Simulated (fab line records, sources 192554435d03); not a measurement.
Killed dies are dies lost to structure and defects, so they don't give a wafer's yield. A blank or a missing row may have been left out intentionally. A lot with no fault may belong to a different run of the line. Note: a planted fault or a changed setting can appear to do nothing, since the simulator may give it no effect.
Struck lot and sound lot, side by side :: flow n5-finfet :: 15 steps out of a route of 1938
Sound: these wafers, L268.1, L268.3, L268.4. Struck: wafers L260.4, L260.5, L260.6. The cause is given at the end.
At each step with rows: each side's tool, then ch and its chambers, then its first start. Under that, the readings that differ: sound wafers :: struck wafers :: difference of the means :: sigmas: that difference in standard deviations of wafers without a fault.
alike: readings with means less than 2 such deviations apart, plus words and numbers identical on both sides. not compared: withheld readings, readings lacking a value on some wafer, bounds such as >300 that could conceal the same value, and numbers that have no deviation in the record and whose values overlap.
A row with sigmas, a row that says differs or no value, or rows on one side alone: a step with any of these is where the two part. Numbers that don't overlap but have no deviation are shown without sigmas and don't part them. A reading missing from all wafers of one side parts the sides only when that side holds two or more wafers.

N5_BEOL_M0_SPUTTER_116: material Cu, target thk 4 nm, time 7.37 s.
  sound: pvd-sputter-03 at day 10 04:25; struck: pvd-sputter-01 at day 8 04:49
  alike: substrate-temp-c, throttle-valve-pct
then, 1 step without rows for these wafers: N5_BEOL_M0_ANNEAL_117 (time 60 s).
N5_BEOL_M0_SPUTTER_132: material Cu, target thk 4 nm, time 7.37 s.
  sound: pvd-sputter-03 at day 10 04:32; struck: pvd-sputter-01 at day 8 04:56
  alike: substrate-temp-c, throttle-valve-pct
then, 2 steps without rows for these wafers: N5_BEOL_M0_ANNEAL_133 (time 60 s); N5_BEOL_M0_SPUTTER_134 (material Cu, target thk 4 nm, time 7.37 s).
N5_BEOL_M0_ANNEAL_135: time 60 s.
  sound: pvd-sputter-03 at day 10 04:44; struck: pvd-sputter-01 at day 8 05:08
  alike: heater-power-w
then, 3 steps without rows for these wafers: N5_BEOL_M0_SPUTTER_141 (material Cu, target thk 4 nm, time 7.37 s); N5_BEOL_M0_ECD_118 (material Cu, target thk 300 nm); N5_BEOL_M0_ANNEAL_119 (time 90 s).
N5_BEOL_M0_CMP_120: polishes, stops on SiOC, t overpolish 6.9 s.
  sound on cmp-02 ch 1,2,3, day 10 09:11; struck on cmp-02 ch 1,2,3, day 8 08:33
  alike: barrier-field-endpoint-s, motor-current-A, overpolish-run-s, slurry-flow-ml-min, time-to-endpoint-s
  not compared: pad-life-wafers
N5_BEOL_M0_PRE_CLEAN_131: time 15 s.
  sound on cvd-co-01 ch 0,1, day 10 09:31; struck on cvd-co-01 ch 0,1,2, day 8 08:49
  alike: heater-power-w, rf-fwd-power-W
  not compared: since-wet-clean-h
N5_BEOL_M0_CO_CAP_123: material Co, precursor CCTBA/H2, target thk 2 nm, time 102.1 s.
  sound on cvd-co-01 ch 0,1, day 10 09:34; struck on cvd-co-01 ch 0,1,2, day 8 08:53
  no value came back on the struck wafers for chamber-pressure-Torr (Torr), heater-power-outer-w (W), heater-power-w (W); on the sound wafers chamber-pressure-Torr (Torr) reads 30.00 29.97 29.99
  not compared: since-wet-clean-h
then, 1 step without rows for these wafers: N5_BEOL_M0_PRE_CLEAN_124 (time 15 s).
N5_BEOL_M4_RC_MEAS_101:
  sound on prober-01 ch 0, day 12 14:57; struck on prober-02 ch 0, day 10 03:43
  alike: DIBL_N, DIBL_P, IOFF_N, IOFF_P, ION_N, ION_P, SS_N, SS_P, VT_N, VT_P
-- record jumps: 4 days separate the struck wafers' starts on either side; left off in module BEOL_M4, taken up again in module PASSIVATION, whose first shown step is the route's number 1936 --
N5_PASSIVATION_PROBE_49:
  rows exist in the record for the struck wafers here (prober-02, day 14 00:17), but not for the sound ones

== WHERE THEY PART ==
At N5_BEOL_M0_CO_CAP_123 first; at N5_PASSIVATION_PROBE_49 last (within this record only).

WHY: what had been put in by the simulator
Entire step skipped (cvd-co-01, N5_BEOL_M0_CO_CAP_123), from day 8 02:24 onward. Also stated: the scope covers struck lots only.
